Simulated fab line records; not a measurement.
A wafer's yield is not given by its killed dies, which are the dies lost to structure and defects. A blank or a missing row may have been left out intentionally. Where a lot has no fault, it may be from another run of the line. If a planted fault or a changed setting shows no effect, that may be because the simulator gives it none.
Chamber matching :: flow nandHarc :: aldHk-04 running NHARC_A_CHANNEL_FILL_D2_ALD_16: 4 sister chambers
The step deposits SiO2, target thk 1.5 nm, pulse time 10 s, ald cycles 15. 8 wafers are shown with their chamber, then 8 later ones without.

== WAFERS, EACH WITH ITS CHAMBER ==
wafer: L088.1
chamber: 2
heaterPowerW (W): 514
precursorPulseHeightRel: 0.981

wafer: L088.5
chamber: 0
heaterPowerW (W): 503
precursorPulseHeightRel: 0.982

wafer: L089.3
chamber: 1
heaterPowerW (W): 490
precursorPulseHeightRel: 1.011

wafer: L089.6
chamber: 3
heaterPowerW (W): 454
precursorPulseHeightRel: 0.966

wafer: L090.1
chamber: 1
heaterPowerW (W): 492
precursorPulseHeightRel: 1.028

wafer: L090.3
chamber: 0
heaterPowerW (W): 507
precursorPulseHeightRel: 1.022

wafer: L090.5
chamber: 3
heaterPowerW (W): 448
precursorPulseHeightRel: 1.004

wafer: L093.1
chamber: 2
heaterPowerW (W): 512
precursorPulseHeightRel: 1.037

== WAFERS WITHOUT THEIR CHAMBER ==
wafer: L093.2
heaterPowerW (W): 497
precursorPulseHeightRel: 0.994

wafer: L093.3
heaterPowerW (W): 490
precursorPulseHeightRel: 0.992

wafer: L095.2
heaterPowerW (W): 442
precursorPulseHeightRel: 1.006

wafer: L095.3
heaterPowerW (W): 518
precursorPulseHeightRel: 1.005

wafer: L095.6
heaterPowerW (W): 486
precursorPulseHeightRel: 0.997

wafer: L097.2
heaterPowerW (W): 507
precursorPulseHeightRel: 1.021

wafer: L097.3
heaterPowerW (W): 497
precursorPulseHeightRel: 0.986

wafer: L097.6
heaterPowerW (W): 486
precursorPulseHeightRel: 1.050

== WHICH CHAMBER EACH WENT THROUGH ==
wafer: L093.2
from the rows above: can't be placed: 1 or 0
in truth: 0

wafer: L093.3
from the rows above: 1
in truth: 1

wafer: L095.2
from the rows above: 3
in truth: 3

wafer: L095.3
from the rows above: 2
in truth: 2

wafer: L095.6
from the rows above: 1
in truth: 1

wafer: L097.2
from the rows above: can't be placed: 0 or 2
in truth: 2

wafer: L097.3
from the rows above: can't be placed: 1 or 0
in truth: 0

wafer: L097.6
from the rows above: 1
in truth: 1
Correct placement for 5 of the 8. From these rows, 3 cannot be placed; in 3 the true chamber is one of the candidates. 0 placed wrongly.
How it was worked out, from the rows above alone: a wafer's distance from a chamber is the root of the sum, over the readings, of the square of ((its reading less the chamber's mean) divided by the reading's scatter). If the next closest chamber is less than 2 further off than the closest, the wafer can't be placed; otherwise it belongs to the closest. The mean given for a chamber averages the wafers shown for that chamber. The scatter is the square root of a quotient: the sum, over the shown wafers, of each reading's squared deviation from its chamber's mean, divided by wafers minus chambers.
